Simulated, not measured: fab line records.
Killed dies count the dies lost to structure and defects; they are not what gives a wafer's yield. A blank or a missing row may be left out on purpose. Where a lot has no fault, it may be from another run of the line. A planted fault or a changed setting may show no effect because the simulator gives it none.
Split-lot trial / flow n5 finfet / 7 lots, 21 wafers read, on a route of 1938 steps

## THE SPLIT ITSELF
At N5_FIN_SAQP_ALD_61 (deposits SiO2, target thk 4 nm, pulse time 1 s, purge time 2 s), the setting ald cycles was moved away from the recipe's 43 on 5 of the 21 wafers read, by -9.3% to +14.0%. The other wafers ran this setting at the recipe's value.

The reading is taken at the split's own step.

## THE READING
SiO2_of_FIN_SAQP_ALD_61.thk nm (the simulator's own value, which no gauge read), in nm, at N5_FIN_SAQP_ALD_61 (deposits SiO2, target thk 4 nm, pulse time 1 s, purge time 2 s). There is no usual value for it anywhere in the file. Across the 16 wafers here that went through the recipe, the average is 4.003 nm and the standard deviation 0.02 nm.

wafer=L079.1; tool, chamber at the split=ald sin-04, 2; ald cycles as run=39; against the recipe=-9.3%; SiO2_of_FIN_SAQP_ALD_61.thk nm, nm=3.64; against lot-mates on the recipe=-0.341
wafer=L079.3; tool, chamber at the split=ald sin-04, 0; ald cycles as run=43; against the recipe=recipe; SiO2_of_FIN_SAQP_ALD_61.thk nm, nm=3.981; against lot-mates on the recipe=-
wafer=L079.4; tool, chamber at the split=ald sin-04, 1; ald cycles as run=39; against the recipe=-9.3%; SiO2_of_FIN_SAQP_ALD_61.thk nm, nm=3.61; against lot-mates on the recipe=-0.371
wafer=L080.2; tool, chamber at the split=ald sin-03, 1; ald cycles as run=43; against the recipe=recipe; SiO2_of_FIN_SAQP_ALD_61.thk nm, nm=3.99; against lot-mates on the recipe=-
wafer=L080.4; tool, chamber at the split=ald sin-03, 0; ald cycles as run=41; against the recipe=-4.7%; SiO2_of_FIN_SAQP_ALD_61.thk nm, nm=3.807; against lot-mates on the recipe=-0.183
wafer=L080.5; tool, chamber at the split=ald sin-03, 3; ald cycles as run=41; against the recipe=-4.7%; SiO2_of_FIN_SAQP_ALD_61.thk nm, nm=3.816; against lot-mates on the recipe=-0.174
wafer=L082.1; tool, chamber at the split=ald sin-04, 1; ald cycles as run=43; against the recipe=recipe; SiO2_of_FIN_SAQP_ALD_61.thk nm, nm=4.004; against lot-mates on the recipe=-
wafer=L082.5; tool, chamber at the split=ald sin-04, 1; ald cycles as run=43; against the recipe=recipe; SiO2_of_FIN_SAQP_ALD_61.thk nm, nm=3.994; against lot-mates on the recipe=-
wafer=L082.6; tool, chamber at the split=ald sin-04, 0; ald cycles as run=43; against the recipe=recipe; SiO2_of_FIN_SAQP_ALD_61.thk nm, nm=3.955; against lot-mates on the recipe=-
wafer=L083.1; tool, chamber at the split=ald sin-01, 1; ald cycles as run=43; against the recipe=recipe; SiO2_of_FIN_SAQP_ALD_61.thk nm, nm=4.005; against lot-mates on the recipe=-
wafer=L083.3; tool, chamber at the split=ald sin-01, 0; ald cycles as run=43; against the recipe=recipe; SiO2_of_FIN_SAQP_ALD_61.thk nm, nm=4.002; against lot-mates on the recipe=-
wafer=L083.5; tool, chamber at the split=ald sin-01, 1; ald cycles as run=43; against the recipe=recipe; SiO2_of_FIN_SAQP_ALD_61.thk nm, nm=4.018; against lot-mates on the recipe=-
wafer=L092.2; tool, chamber at the split=ald sin-04, 0; ald cycles as run=43; against the recipe=recipe; SiO2_of_FIN_SAQP_ALD_61.thk nm, nm=3.981; against lot-mates on the recipe=-
wafer=L092.4; tool, chamber at the split=ald sin-04, 3; ald cycles as run=43; against the recipe=recipe; SiO2_of_FIN_SAQP_ALD_61.thk nm, nm=3.999; against lot-mates on the recipe=-
wafer=L092.5; tool, chamber at the split=ald sin-04, 1; ald cycles as run=43; against the recipe=recipe; SiO2_of_FIN_SAQP_ALD_61.thk nm, nm=4.01; against lot-mates on the recipe=-
wafer=L094.3; tool, chamber at the split=ald sin-04, 1; ald cycles as run=43; against the recipe=recipe; SiO2_of_FIN_SAQP_ALD_61.thk nm, nm=4.017; against lot-mates on the recipe=-
wafer=L094.4; tool, chamber at the split=ald sin-04, 2; ald cycles as run=49; against the recipe=+14.0%; SiO2_of_FIN_SAQP_ALD_61.thk nm, nm=4.542; against lot-mates on the recipe=+0.532
wafer=L094.6; tool, chamber at the split=ald sin-04, 0; ald cycles as run=43; against the recipe=recipe; SiO2_of_FIN_SAQP_ALD_61.thk nm, nm=4.003; against lot-mates on the recipe=-
wafer=L096.1; tool, chamber at the split=ald sin-04, 0; ald cycles as run=43; against the recipe=recipe; SiO2_of_FIN_SAQP_ALD_61.thk nm, nm=4.029; against lot-mates on the recipe=-
wafer=L096.4; tool, chamber at the split=ald sin-04, 3; ald cycles as run=43; against the recipe=recipe; SiO2_of_FIN_SAQP_ALD_61.thk nm, nm=4.041; against lot-mates on the recipe=-
wafer=L096.6; tool, chamber at the split=ald sin-04, 1; ald cycles as run=43; against the recipe=recipe; SiO2_of_FIN_SAQP_ALD_61.thk nm, nm=4.014; against lot-mates on the recipe=-

THE FIT
A straight line over all 21 wafers: SiO2_of_FIN_SAQP_ALD_61.thk nm changes by +0.0397 nm for each +1% of ald cycles; r = +0.99; the points scatter about the line by 0.019 nm.
The same after taking each lot's own level away (the mean of its wafers on the recipe; 21 wafers): +0.0382 nm for each +1%; r = +1.00; scatter 0.012 nm.
Per that fit: largest ald cycles move, reading shift of 0.53 nm.
Measured against the standard deviation above, the lots' own levels, which go from 3.9810 to 4.0280 nm, span 2.4 times it.
So the lot-to-lot level changes the slope little: the two slopes agree.
Check: +0.534 nm against its lot-mates is what the line predicts for one of the wafers moved furthest among these (+14.0%) when that wafer is left out of the fit. It came out at +0.532 nm against them.

## THESE WAFERS: OTHER SPLITS
These wafers also went through other splits before the reading. Each is held against what the fit with the lots' levels taken away leaves over:
other split on the same wafers=N5_ZERO_LAYER_ETCH_18 icp w; wafers away from the commonest value=7; r with SiO2_of_FIN_SAQP_ALD_61.thk nm (lot level and that fit taken away)=-0.25

## FILE'S OWN FIT
SiO2_of_FIN_SAQP_ALD_61.thk nm changes by +0.0382 nm for each +1% of ald cycles, r = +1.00.
